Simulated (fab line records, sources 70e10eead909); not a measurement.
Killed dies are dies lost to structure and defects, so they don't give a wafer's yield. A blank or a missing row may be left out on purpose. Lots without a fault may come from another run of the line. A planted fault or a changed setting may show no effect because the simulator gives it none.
Which tool did it? | flow nand_harc | 7 lots, 21 wafers sampled, at 2 steps of a route of 1302

WHAT THE GAUGES READ, wafer by wafer
NHARC_A_CHANNEL_HOLE_D1_CD_MEAS_10: target cd 100 nm.
lot  | measured     | on        | cd_nm (nm)
L886 | day 9 10:37  | cd_sem-02 | 99.4 99.8 99.4
L888 | day 10 07:34 | cd_sem-03 | 88.7 88.4 100.2 88.6 88.7 100.3
L897 | day 13 16:39 | cd_sem-03 | 100.7 100.5 100.3
L898 | day 14 20:15 | cd_sem-01 | 100.4 100.1 100.6
L901 | day 15 09:04 | cd_sem-01 | 100.5 100.0 100.3
L903 | day 16 16:29 | cd_sem-02 | 100.4 100.4 99.7
L905 | day 17 11:41 | cd_sem-02 | 99.9 100.0 100.1

WHICH TOOL RAN EACH LOT (tool, then ch and the chambers of the sampled wafers, then the start)
lot  | NHARC_A_CHANNEL_HOLE_D1_PEB_08
L886 | litho_track-06 ch 0, day 9 10:32
L888 | litho_track-01 ch 0, day 10 07:29
L897 | litho_track-01 ch 0, day 13 16:34
L898 | litho_track-04 ch 0, day 14 20:10
L901 | litho_track-01 ch 0, day 15 08:59
L903 | litho_track-06 ch 0, day 16 16:25
L905 | litho_track-06 ch 0, day 17 11:35
- NHARC_A_CHANNEL_HOLE_D1_PEB_08: peb time 65 s.

THE ANSWER, worked out from the rows above alone
Rule: what is usual is taken from the lots themselves. Put in order of their means at a reading, lots are off if they are a third of the lots or fewer, leave a main group of 4 or more, and stand apart from it by a gap of 3 or more times the standard deviation of the main group's means; of several such gaps the widest counts. A main group whose means are all the same, to the digits that the tables above print for the reading, isn't used. A lot without any number at a reading at which 4 lots or more have one is off too. The other lots that the step has rows for count as sound.
Off: L888, at NHARC_A_CHANNEL_HOLE_D1_CD_MEAS_10 (cd_nm). The main group: mean 100.1 nm, standard deviation 0.31.
A tool fits if, at a process step before that reading, it ran every lot that is off, and no sound lot after the first of them. The gauges at NHARC_A_CHANNEL_HOLE_D1_CD_MEAS_10 are tried like those tools. None of those tried fits.

WHAT THE SIMULATOR HAD PUT IN
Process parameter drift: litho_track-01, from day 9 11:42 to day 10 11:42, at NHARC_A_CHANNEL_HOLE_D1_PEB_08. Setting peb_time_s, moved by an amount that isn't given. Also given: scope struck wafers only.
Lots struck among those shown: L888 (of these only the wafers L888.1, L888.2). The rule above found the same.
